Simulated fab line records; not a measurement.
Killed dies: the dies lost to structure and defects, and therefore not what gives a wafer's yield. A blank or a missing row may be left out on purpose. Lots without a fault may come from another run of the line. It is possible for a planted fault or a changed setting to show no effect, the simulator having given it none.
Which tool is to blame? || flow nand harc || 12 lots, 36 wafers sampled, at 6 steps of a route of 1159

WHAT EACH GAUGE READ, for each wafer
NHARC_A_CONTACT_CD_MEAS_53. Usual: cd nm reads 189.3 nm (standard deviation 0.86).
{"lot": "L841", "measured": "day 17 04:56", "on": "cd sem-03", "cd nm (nm)": "189.0 189.4 189.8", "flag": ""}
{"lot": "L842", "measured": "day 17 12:30", "on": "cd sem-01", "cd nm (nm)": "189.3 189.3 189.8", "flag": ""}
{"lot": "L843", "measured": "day 17 23:13", "on": "cd sem-02", "cd nm (nm)": "189.6 188.2 189.0", "flag": ""}
{"lot": "L852", "measured": "day 19 19:23", "on": "cd sem-03", "cd nm (nm)": "187.9 188.7 188.7", "flag": ""}
{"lot": "L851", "measured": "day 19 22:04", "on": "cd sem-01", "cd nm (nm)": "189.9 190.4 189.9", "flag": ""}
{"lot": "L853", "measured": "day 20 12:31", "on": "cd sem-01", "cd nm (nm)": "189.5 189.7 188.6", "flag": ""}
{"lot": "L854", "measured": "day 21 03:21", "on": "cd sem-01", "cd nm (nm)": "190.8 190.6 190.6", "flag": ""}
{"lot": "L855", "measured": "day 21 03:50", "on": "cd sem-01", "cd nm (nm)": "190.9 190.4 190.3", "flag": ""}
{"lot": "L858", "measured": "day 21 18:41", "on": "cd sem-01", "cd nm (nm)": "188.2 188.6 187.9", "flag": ""}
{"lot": "L856", "measured": "day 21 20:52", "on": "cd sem-02", "cd nm (nm)": "189.9 190.2 189.2", "flag": ""}
{"lot": "L857", "measured": "day 22 03:50", "on": "cd sem-03", "cd nm (nm)": "189.4 189.5 188.9", "flag": ""}
{"lot": "L859", "measured": "day 23 00:09", "on": "cd sem-03", "cd nm (nm)": "187.5 187.9 188.0", "flag": ""}

NHARC_A_CONTACT_INSPECT_71. Usual: raw defect count reads 31 (standard deviation 14).
{"lot": "L841", "measured": "day 17 08:35", "on": "defect inspect-01", "raw defect count": "23 12 14", "flag": ""}
{"lot": "L842", "measured": "day 17 18:03", "on": "defect inspect-02", "raw defect count": "912 934 917", "flag": "OFF"}
{"lot": "L843", "measured": "day 18 03:24", "on": "defect inspect-02", "raw defect count": "995 913 955", "flag": "OFF"}
{"lot": "L852", "measured": "day 20 01:13", "on": "defect inspect-01", "raw defect count": "44 36 32", "flag": ""}
{"lot": "L851", "measured": "day 20 02:49", "on": "defect inspect-02", "raw defect count": "59 54 48", "flag": ""}
{"lot": "L853", "measured": "day 20 16:05", "on": "defect inspect-02", "raw defect count": "38 34 48", "flag": ""}
{"lot": "L854", "measured": "day 21 07:42", "on": "defect inspect-02", "raw defect count": "19 17 14", "flag": ""}
{"lot": "L855", "measured": "day 21 08:04", "on": "defect inspect-01", "raw defect count": "54 48 54", "flag": ""}
{"lot": "L858", "measured": "day 21 22:08", "on": "defect inspect-01", "raw defect count": "12 33 26", "flag": ""}
{"lot": "L856", "measured": "day 22 00:57", "on": "defect inspect-01", "raw defect count": "59 56 49", "flag": ""}
{"lot": "L857", "measured": "day 22 07:25", "on": "defect inspect-02", "raw defect count": "40 33 44", "flag": ""}
{"lot": "L859", "measured": "day 23 03:50", "on": "defect inspect-01", "raw defect count": "19 27 20", "flag": ""}

NHARC_END_SORT_01. Usual: killed at array 29, standard deviation 11; killed at other 0.6, standard deviation 0.75; killed at periphery 3.1, standard deviation 2.1; killed dies 32, standard deviation 11; killed open 3.0, standard deviation 1.8; killed short 1.8, standard deviation 1.3.
{"lot": "L841", "measured": "day 20 04:32", "on": "prober-01", "killed at array": "22 21 19", "killed at other": "0 0 2", "killed at periphery": "3 2 6", "killed dies": "25 23 27", "killed open": "2 4 6", "killed short": "0 2 3", "flag": ""}
{"lot": "L842", "measured": "day 20 18:35", "on": "prober-02", "killed at array": "75 131 88", "killed at other": "0 0 1", "killed at periphery": "5 2 6", "killed dies": "80 133 95", "killed open": "3 2 3", "killed short": "0 2 4", "flag": "OFF"}
{"lot": "L843", "measured": "day 20 18:38", "on": "prober-01", "killed at array": "63 126 130", "killed at other": "0 0 0", "killed at periphery": "4 2 6", "killed dies": "67 128 136", "killed open": "6 3 3", "killed short": "1 1 2", "flag": "OFF"}
{"lot": "L852", "measured": "day 22 18:40", "on": "prober-02", "killed at array": "49 38 33", "killed at other": "2 2 0", "killed at periphery": "2 4 2", "killed dies": "53 44 35", "killed open": "2 4 3", "killed short": "4 3 1", "flag": ""}
{"lot": "L851", "measured": "day 23 03:14", "on": "prober-01", "killed at array": "50 38 52", "killed at other": "0 0 1", "killed at periphery": "1 3 0", "killed dies": "51 41 53", "killed open": "2 5 2", "killed short": "2 2 3", "flag": ""}
{"lot": "L853", "measured": "day 23 15:24", "on": "prober-02", "killed at array": "32 25 36", "killed at other": "0 0 1", "killed at periphery": "4 1 2", "killed dies": "36 26 39", "killed open": "5 3 4", "killed short": "3 2 1", "flag": ""}
{"lot": "L854", "measured": "day 23 21:23", "on": "prober-01", "killed at array": "24 21 17", "killed at other": "0 1 0", "killed at periphery": "0 5 4", "killed dies": "24 27 21", "killed open": "4 11 6", "killed short": "2 0 1", "flag": ""}
{"lot": "L855", "measured": "day 23 23:07", "on": "prober-02", "killed at array": "48 46 51", "killed at other": "1 0 2", "killed at periphery": "2 1 5", "killed dies": "51 47 58", "killed open": "5 4 8", "killed short": "3 4 0", "flag": ""}
{"lot": "L858", "measured": "day 24 10:47", "on": "prober-01", "killed at array": "22 34 29", "killed at other": "1 2 0", "killed at periphery": "7 1 2", "killed dies": "30 37 31", "killed open": "4 1 3", "killed short": "3 2 0", "flag": ""}
{"lot": "L856", "measured": "day 24 15:02", "on": "prober-02", "killed at array": "54 38 48", "killed at other": "0 2 0", "killed at periphery": "7 7 9", "killed dies": "61 47 57", "killed open": "5 4 3", "killed short": "2 2 3", "flag": ""}
{"lot": "L857", "measured": "day 24 23:00", "on": "prober-01", "killed at array": "30 36 33", "killed at other": "0 0 0", "killed at periphery": "2 2 0", "killed dies": "32 38 33", "killed open": "3 2 0", "killed short": "0 5 1", "flag": ""}
{"lot": "L859", "measured": "day 25 15:06", "on": "prober-02", "killed at array": "23 27 21", "killed at other": "2 0 1", "killed at periphery": "3 7 7", "killed dies": "28 34 29", "killed open": "1 5 6", "killed short": "1 2 1", "flag": ""}

EACH LOT AND THE TOOL THAT RAN IT (in order: tool; ch and the chambers of the sampled wafers; start)
{"lot": "L841", "NHARC_A_CONTACT_STRIP_55": "rie diel-11 ch 0,1,3, day 17 07:47 or earlier", "NHARC_A_CONTACT_DEP_58": "pecvd-03 ch 0,2, day 17 07:47", "NHARC_A_CONTACT_ETCH_78": "rie diel-08 ch 0,3, day 20 04:32 or earlier"}
{"lot": "L842", "NHARC_A_CONTACT_STRIP_55": "rie diel-11 ch 0,1, day 17 17:12 or earlier", "NHARC_A_CONTACT_DEP_58": "pecvd-03 ch 1,2, day 17 17:12", "NHARC_A_CONTACT_ETCH_78": "rie diel-08 ch 2,3, day 20 18:35 or earlier"}
{"lot": "L843", "NHARC_A_CONTACT_STRIP_55": "rie diel-08 ch 0,3, day 18 02:43 or earlier", "NHARC_A_CONTACT_DEP_58": "pecvd-03 ch 0,1,2, day 18 02:43", "NHARC_A_CONTACT_ETCH_78": "rie diel-08 ch 0,2,3, day 20 18:38 or earlier"}
{"lot": "L852", "NHARC_A_CONTACT_STRIP_55": "rie diel-08 ch 0,2,3, day 20 00:22 or earlier", "NHARC_A_CONTACT_DEP_58": "pecvd-01 ch 0,1,2, day 20 00:22", "NHARC_A_CONTACT_ETCH_78": "rie diel-11 ch 0,1,2, day 22 18:40 or earlier"}
{"lot": "L851", "NHARC_A_CONTACT_STRIP_55": "rie diel-10 ch 0,2, day 20 02:09 or earlier", "NHARC_A_CONTACT_DEP_58": "pecvd-04 ch 0,1,2, day 20 02:09", "NHARC_A_CONTACT_ETCH_78": "rie diel-08 ch 0,1,3, day 23 03:14 or earlier"}
{"lot": "L853", "NHARC_A_CONTACT_STRIP_55": "rie diel-08 ch 0,1,2, day 20 15:22 or earlier", "NHARC_A_CONTACT_DEP_58": "pecvd-04 ch 0,1,2, day 20 15:22", "NHARC_A_CONTACT_ETCH_78": "rie diel-10 ch 1,2,3, day 23 15:24 or earlier"}
{"lot": "L854", "NHARC_A_CONTACT_STRIP_55": "rie diel-10 ch 0,1,3, day 21 07:01 or earlier", "NHARC_A_CONTACT_DEP_58": "pecvd-03 ch 1,2, day 21 07:01", "NHARC_A_CONTACT_ETCH_78": "rie diel-11 ch 0,2,3, day 23 21:23 or earlier"}
{"lot": "L855", "NHARC_A_CONTACT_STRIP_55": "rie diel-11 ch 0,1, day 21 07:24 or earlier", "NHARC_A_CONTACT_DEP_58": "pecvd-03 ch 0,2, day 21 07:24", "NHARC_A_CONTACT_ETCH_78": "rie diel-10 ch 0,2, day 23 23:07 or earlier"}
{"lot": "L858", "NHARC_A_CONTACT_STRIP_55": "rie diel-08 ch 0,1,2, day 21 21:27 or earlier", "NHARC_A_CONTACT_DEP_58": "pecvd-01 ch 0,1, day 21 21:27", "NHARC_A_CONTACT_ETCH_78": "rie diel-10 ch 0,1, day 24 10:47 or earlier"}
{"lot": "L856", "NHARC_A_CONTACT_STRIP_55": "rie diel-08 ch 0,1,3, day 22 00:06 or earlier", "NHARC_A_CONTACT_DEP_58": "pecvd-03 ch 0,1,2, day 22 00:06", "NHARC_A_CONTACT_ETCH_78": "rie diel-08 ch 1,2,3, day 24 15:02 or earlier"}
{"lot": "L857", "NHARC_A_CONTACT_STRIP_55": "rie diel-11 ch 0,1,2, day 22 06:36 or earlier", "NHARC_A_CONTACT_DEP_58": "pecvd-01 ch 0,1, day 22 06:36", "NHARC_A_CONTACT_ETCH_78": "rie diel-11 ch 1,2,3, day 24 23:00 or earlier"}
{"lot": "L859", "NHARC_A_CONTACT_STRIP_55": "rie diel-10 ch 0,1,3, day 23 02:58 or earlier", "NHARC_A_CONTACT_DEP_58": "pecvd-01 ch 1,2, day 23 02:58", "NHARC_A_CONTACT_ETCH_78": "rie diel-11 ch 0,2,3, day 25 15:06 or earlier"}
- NHARC_A_CONTACT_STRIP_55: strips in O2.
- NHARC_A_CONTACT_DEP_58: deposits SiON, target thk 60 nm.
- NHARC_A_CONTACT_ETCH_78: etches the open film in O2/COS, target depth 2800 nm, time 728 s.

AS READ BY THE TOOLS THEMSELVES (means over the sampled wafers that have a number; for cases with no such wafer, the mark the record gives instead)
NHARC_A_CONTACT_STRIP_55. Usual: drypump motor current A 5.9 A, standard deviation 0.4; oes product au 1.001 a.u., standard deviation 0.0098; rf vpp V 57.8 V, standard deviation 0.87; showerhead plenum p Torr 3.50 Torr, standard deviation 0.14; throttle valve pct 17.036 %, standard deviation 0.0096.
{"lot": "L841", "tool": "rie diel-11", "drypump motor current A (A)": 6.3, "oes product au (a.u.)": 1.001, "rf vpp V (V)": 58.1, "showerhead plenum p Torr (Torr)": 3.44, "throttle valve pct (%)": 17.034, "flag": ""}
{"lot": "L842", "tool": "rie diel-11", "drypump motor current A (A)": 6.1, "oes product au (a.u.)": 1.002, "rf vpp V (V)": 57.3, "showerhead plenum p Torr (Torr)": 3.40, "throttle valve pct (%)": 17.034, "flag": ""}
{"lot": "L843", "tool": "rie diel-08", "drypump motor current A (A)": 5.7, "oes product au (a.u.)": 1.006, "rf vpp V (V)": 56.9, "showerhead plenum p Torr (Torr)": 3.50, "throttle valve pct (%)": 17.035, "flag": ""}
{"lot": "L852", "tool": "rie diel-08", "drypump motor current A (A)": 5.7, "oes product au (a.u.)": 1.008, "rf vpp V (V)": 57.4, "showerhead plenum p Torr (Torr)": 3.43, "throttle valve pct (%)": 17.039, "flag": ""}
{"lot": "L851", "tool": "rie diel-10", "drypump motor current A (A)": 5.6, "oes product au (a.u.)": 0.991, "rf vpp V (V)": 58.0, "showerhead plenum p Torr (Torr)": 3.52, "throttle valve pct (%)": 17.026, "flag": ""}
{"lot": "L853", "tool": "rie diel-08", "drypump motor current A (A)": 6.0, "oes product au (a.u.)": 1.007, "rf vpp V (V)": 58.5, "showerhead plenum p Torr (Torr)": 3.48, "throttle valve pct (%)": 17.036, "flag": ""}
{"lot": "L854", "tool": "rie diel-10", "drypump motor current A (A)": 5.6, "oes product au (a.u.)": 0.993, "rf vpp V (V)": 57.5, "showerhead plenum p Torr (Torr)": 3.45, "throttle valve pct (%)": 17.027, "flag": ""}
{"lot": "L855", "tool": "rie diel-11", "drypump motor current A (A)": 6.1, "oes product au (a.u.)": 0.997, "rf vpp V (V)": 58.8, "showerhead plenum p Torr (Torr)": 3.68, "throttle valve pct (%)": 17.037, "flag": ""}
{"lot": "L858", "tool": "rie diel-08", "drypump motor current A (A)": 6.0, "oes product au (a.u.)": 1.004, "rf vpp V (V)": 58.0, "showerhead plenum p Torr (Torr)": 3.48, "throttle valve pct (%)": 17.036, "flag": ""}
{"lot": "L856", "tool": "rie diel-08", "drypump motor current A (A)": 6.0, "oes product au (a.u.)": 1.006, "rf vpp V (V)": 57.9, "showerhead plenum p Torr (Torr)": 3.56, "throttle valve pct (%)": 17.040, "flag": ""}
{"lot": "L857", "tool": "rie diel-11", "drypump motor current A (A)": 6.1, "oes product au (a.u.)": 1.002, "rf vpp V (V)": 58.1, "showerhead plenum p Torr (Torr)": 3.58, "throttle valve pct (%)": 17.042, "flag": ""}
{"lot": "L859", "tool": "rie diel-10", "drypump motor current A (A)": 5.5, "oes product au (a.u.)": 0.990, "rf vpp V (V)": 57.8, "showerhead plenum p Torr (Torr)": 3.44, "throttle valve pct (%)": 17.041, "flag": ""}

NHARC_A_CONTACT_DEP_58. Usual: heater power outer w 483 W, standard deviation 75; heater power w 808 W, standard deviation 100.
{"lot": "L841", "tool": "pecvd-03", "heater power outer w (W)": 498, "heater power w (W)": 764, "flag": ""}
{"lot": "L842", "tool": "pecvd-03", "heater power outer w (W)": 544, "heater power w (W)": 891, "flag": ""}
{"lot": "L843", "tool": "pecvd-03", "heater power outer w (W)": 522, "heater power w (W)": 836, "flag": ""}
{"lot": "L852", "tool": "pecvd-01", "heater power outer w (W)": 425, "heater power w (W)": 758, "flag": ""}
{"lot": "L851", "tool": "pecvd-04", "heater power outer w (W)": 502, "heater power w (W)": 831, "flag": ""}
{"lot": "L853", "tool": "pecvd-04", "heater power outer w (W)": 500, "heater power w (W)": 804, "flag": ""}
{"lot": "L854", "tool": "pecvd-03", "heater power outer w (W)": 565, "heater power w (W)": 950, "flag": ""}
{"lot": "L855", "tool": "pecvd-03", "heater power outer w (W)": 516, "heater power w (W)": 812, "flag": ""}
{"lot": "L858", "tool": "pecvd-01", "heater power outer w (W)": 402, "heater power w (W)": 732, "flag": ""}
{"lot": "L856", "tool": "pecvd-03", "heater power outer w (W)": 529, "heater power w (W)": 879, "flag": ""}
{"lot": "L857", "tool": "pecvd-01", "heater power outer w (W)": 390, "heater power w (W)": 691, "flag": ""}
{"lot": "L859", "tool": "pecvd-01", "heater power outer w (W)": 475, "heater power w (W)": 825, "flag": ""}

NHARC_A_CONTACT_ETCH_78. Usual: drypump motor current A 5.9 A, standard deviation 0.37; oes product au 1.002 a.u., standard deviation 0.011; rf vpp V 313.7 V, standard deviation 2; showerhead plenum p Torr 3.09 Torr, standard deviation 0.12; throttle valve pct 28.328 %, standard deviation 0.01.
{"lot": "L841", "tool": "rie diel-08", "drypump motor current A (A)": 5.7, "oes product au (a.u.)": 1.014, "rf vpp V (V)": 313.8, "showerhead plenum p Torr (Torr)": 3.10, "throttle valve pct (%)": 28.338, "flag": ""}
{"lot": "L842", "tool": "rie diel-08", "drypump motor current A (A)": 5.7, "oes product au (a.u.)": 1.002, "rf vpp V (V)": 312.0, "showerhead plenum p Torr (Torr)": 2.98, "throttle valve pct (%)": 28.328, "flag": ""}
{"lot": "L843", "tool": "rie diel-08", "drypump motor current A (A)": 5.7, "oes product au (a.u.)": 1.002, "rf vpp V (V)": 312.3, "showerhead plenum p Torr (Torr)": 3.03, "throttle valve pct (%)": 28.334, "flag": ""}
{"lot": "L852", "tool": "rie diel-11", "drypump motor current A (A)": 6.1, "oes product au (a.u.)": 0.998, "rf vpp V (V)": 314.0, "showerhead plenum p Torr (Torr)": 3.17, "throttle valve pct (%)": 28.321, "flag": ""}
{"lot": "L851", "tool": "rie diel-08", "drypump motor current A (A)": 5.9, "oes product au (a.u.)": 1.005, "rf vpp V (V)": 314.5, "showerhead plenum p Torr (Torr)": 3.15, "throttle valve pct (%)": 28.329, "flag": ""}
{"lot": "L853", "tool": "rie diel-10", "drypump motor current A (A)": 5.4, "oes product au (a.u.)": 0.998, "rf vpp V (V)": 313.7, "showerhead plenum p Torr (Torr)": 3.08, "throttle valve pct (%)": 28.342, "flag": ""}
{"lot": "L854", "tool": "rie diel-11", "drypump motor current A (A)": 6.3, "oes product au (a.u.)": 1.011, "rf vpp V (V)": 315.4, "showerhead plenum p Torr (Torr)": 3.21, "throttle valve pct (%)": 28.328, "flag": ""}
{"lot": "L855", "tool": "rie diel-10", "drypump motor current A (A)": 5.6, "oes product au (a.u.)": 0.999, "rf vpp V (V)": 314.5, "showerhead plenum p Torr (Torr)": 3.11, "throttle valve pct (%)": 28.330, "flag": ""}
{"lot": "L858", "tool": "rie diel-10", "drypump motor current A (A)": 5.4, "oes product au (a.u.)": 0.991, "rf vpp V (V)": 312.0, "showerhead plenum p Torr (Torr)": 2.98, "throttle valve pct (%)": 28.328, "flag": ""}
{"lot": "L856", "tool": "rie diel-08", "drypump motor current A (A)": 6.0, "oes product au (a.u.)": 1.002, "rf vpp V (V)": 313.2, "showerhead plenum p Torr (Torr)": 3.09, "throttle valve pct (%)": 28.321, "flag": ""}
{"lot": "L857", "tool": "rie diel-11", "drypump motor current A (A)": 6.2, "oes product au (a.u.)": 0.997, "rf vpp V (V)": 313.7, "showerhead plenum p Torr (Torr)": 3.10, "throttle valve pct (%)": 28.323, "flag": ""}
{"lot": "L859", "tool": "rie diel-11", "drypump motor current A (A)": 6.3, "oes product au (a.u.)": 1.001, "rf vpp V (V)": 315.4, "showerhead plenum p Torr (Torr)": 3.20, "throttle valve pct (%)": 28.326, "flag": ""}

THE ANSWER, worked out from the rows above alone
Rule: a lot is off if the mean of its wafers that have a number lies more than 3 standard deviations from the usual mean. Also off: a lot with no number at a reading for which 4 or more lots have one. Any other lot the step has rows for is counted as sound. First the gauges in route order, then the tools' own readings, where a lot's mean is used as printed above. The first step at which some lot is off is used, and at that step the reading that is off furthest; a lot without a number counts as furthest.
Off at NHARC_A_CONTACT_INSPECT_71 (raw defect count): L842, L843.
If a tool, at a process step before that reading, ran all the lots that are off and no sound lot after the first of them, it fits. The gauges at NHARC_A_CONTACT_INSPECT_71 aren't tried: what is off there is off at NHARC_END_SORT_01 too, on other tools, and a gauge's error can't cause that. NHARC_A_CONTACT_STRIP_55 gives no start for some lots, so the hours and the order of its lots are those of NHARC_A_CONTACT_DEP_58. None of those tried fits.

WHAT THE SIMULATOR HAD INSERTED
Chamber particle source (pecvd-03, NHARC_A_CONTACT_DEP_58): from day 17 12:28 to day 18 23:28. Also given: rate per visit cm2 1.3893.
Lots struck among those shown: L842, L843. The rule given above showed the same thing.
